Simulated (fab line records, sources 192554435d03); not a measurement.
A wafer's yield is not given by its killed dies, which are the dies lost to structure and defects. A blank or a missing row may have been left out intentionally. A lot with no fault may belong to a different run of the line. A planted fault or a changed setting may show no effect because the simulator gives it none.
Chamber matching	flow n5 finfet	N5_MOL_CONTACT_COAG_ALD_133 on ald sin-03: 4 sister chambers
The step deposits SiO2, target thk 5 nm, pulse time 1 s, co reactant pulse time 1 s. 8 wafers are shown with their chamber, then 10 later ones without.

WAFERS WITH THEIR CHAMBER
wafer	chamber	heater power w (W)	precursor pulse height rel
L079.5	3	66	0.995
L082.3	3	66	1.000
L082.4	2	77	0.946
L085.1	2	80	1.032
L085.3	0	99	1.029
L085.5	1	84	0.959
L091.1	1	80	0.969
L091.2	0	95	0.997

WAFERS WHOSE CHAMBER IS MISSING
wafer	heater power w (W)	precursor pulse height rel
L091.3	78	1.008
L091.4	69	1.026
L091.5	94	0.992
L091.6	82	0.968
L094.2	68	0.997
L094.3	95	1.030
L094.6	68	0.981
L095.2	96	1.010
L095.5	96	0.979
L095.6	68	1.008

THE CHAMBER EACH PASSED THROUGH
wafer	from the rows above	in truth
L091.3	can't be placed: 2 or 1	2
L091.4	3	3
L091.5	0	0
L091.6	can't be placed: 1 or 2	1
L094.2	3	3
L094.3	0	0
L094.6	3	3
L095.2	0	0
L095.5	0	0
L095.6	3	3
Correctly placed: 8 of 10. Can't be placed from these rows: 2 (the true chamber is among the candidates in 2). Number placed wrongly: 0.
How it was worked out, from the rows above alone: a wafer's distance from a chamber is the root of the sum, over the readings, of the square of ((its reading less the chamber's mean) divided by the reading's scatter). The wafer belongs to the nearest chamber; if the next one is less than 2 further off, it can't be placed. The mean given for a chamber averages the wafers shown for that chamber. The scatter: take each reading less its chamber's mean, square it, sum over the shown wafers, divide by the number of wafers less the number of chambers, and take the root.
